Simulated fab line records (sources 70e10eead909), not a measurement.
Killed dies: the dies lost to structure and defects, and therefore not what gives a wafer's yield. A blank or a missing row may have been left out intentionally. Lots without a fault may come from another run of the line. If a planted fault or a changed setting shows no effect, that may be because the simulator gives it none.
A lot that was struck, set against a sound lot + flow nandHarc + 15 out of 1159 route steps
Sound: these wafers, L236.1, L236.3, L236.5. Struck: wafer L241.3. (L241.2, L241.6 of the same lot were not struck and are left out.) The cause comes at the end.
Each step with rows lists, per side, the tool, then ch with its chambers, then its first start. Under that, the readings that differ: sound wafers + struck wafers + difference of the means + sigmas: that difference in standard deviations of wafers without a fault.
alike: readings whose means differ by less than 2 such deviations, and words and numbers that are the same on both sides. not compared: withheld readings, readings that some wafer has no value for, bounds like >300 that may hide the same value, and numbers for which the record gives no deviation and whose values overlap.
A row with sigmas, a row that says differs or no value, or rows on one side alone: a step with any of these is where the two part. Non-overlapping numbers with no deviation appear without sigmas and do not part them. Lack of a reading on every wafer of one side parts them only where that side has two or more wafers.

first, 8 steps without rows for these wafers: NHARC_THIN_TSV_DEHYDRATE_25 (time 120 s); NHARC_THIN_TSV_HMDS_26 (time 30 s); NHARC_THIN_TSV_COAT_27; NHARC_THIN_TSV_SOFTBAKE_28 (time 95 s); NHARC_THIN_TSV_EBR_29; NHARC_THIN_TSV_EXPOSE_30 (exposes mask PAD); NHARC_THIN_TSV_PEB_31 (peb time 85 s); NHARC_THIN_TSV_DEVELOP_32 (time 70 s).
NHARC_THIN_TSV_CD_MEAS_33 targets a cd of 5000 nm.
  sound on cdSem-02 ch 0, day 21 02:40; struck on cdSem-03 ch 0, day 22 04:29
  alike: cdNm
then, 1 step without rows for these wafers: NHARC_THIN_TSV_HARDBAKE_34 (time 80 s).
NHARC_THIN_TSV_DESCUM_35: chemistry O2, time 3 s.
  sound on rieDiel-07 ch 0,1, day 21 02:50; struck on rieDiel-07 ch 1, day 22 04:39
  alike: drypumpMotorCurrentA, oesProductAu, rfVppV, showerheadPlenumPTorr, throttleValvePct
  not compared: rfHoursCounterH
NHARC_THIN_TSV_ETCH_59: etches the open film in Cl2/BCl3, target depth 880 nm, time 138.1 s.
  sound on rieMetal-03 ch 0,1, day 21 02:59; struck on rieMetal-03 ch 0, day 22 04:49
  alike: biasW, drypumpMotorCurrentA, oesProductAu, runLengthS, throttleValvePct
  not compared: rfHoursCounterH
NHARC_THIN_TSV_ETCH_36: etches the open film in Cl2/BCl3, target depth 65 nm, time 18.571 s.
  sound on rieMetal-03 ch 0,1, day 21 03:13; struck on rieMetal-03 ch 1, day 22 05:02
| reading        | sound          | struck | difference | sigmas |
|----------------|----------------|--------|------------|--------|
| runLengthS (s) | 39.2 39.2 38.9 | 35.7   | -3.4       | -8     |
  alike: drypumpMotorCurrentA, oesProductAu
  not compared: rfHoursCounterH
NHARC_THIN_TSV_STRIP_56: strips in O2.
  sound on plasmaAsher-01 ch 0,1, day 21 03:19; struck on plasmaAsher-01 ch 0, day 22 05:08
  alike: drypumpMotorCurrentA, heaterPowerW
  not compared: rfHoursCounterH
NHARC_END_SORT_01:
  the record has rows for the sound wafers here (prober-01 ch 0, day 21 16:52) and none for the struck ones

WHERE THEY PART
Earliest at NHARC_THIN_TSV_ETCH_36; latest, in this record, at NHARC_END_SORT_01.

WHY: what had been put in by the simulator
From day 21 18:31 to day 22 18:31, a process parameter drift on rieMetal-03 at NHARC_THIN_TSV_ETCH_36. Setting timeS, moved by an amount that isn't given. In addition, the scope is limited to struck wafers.
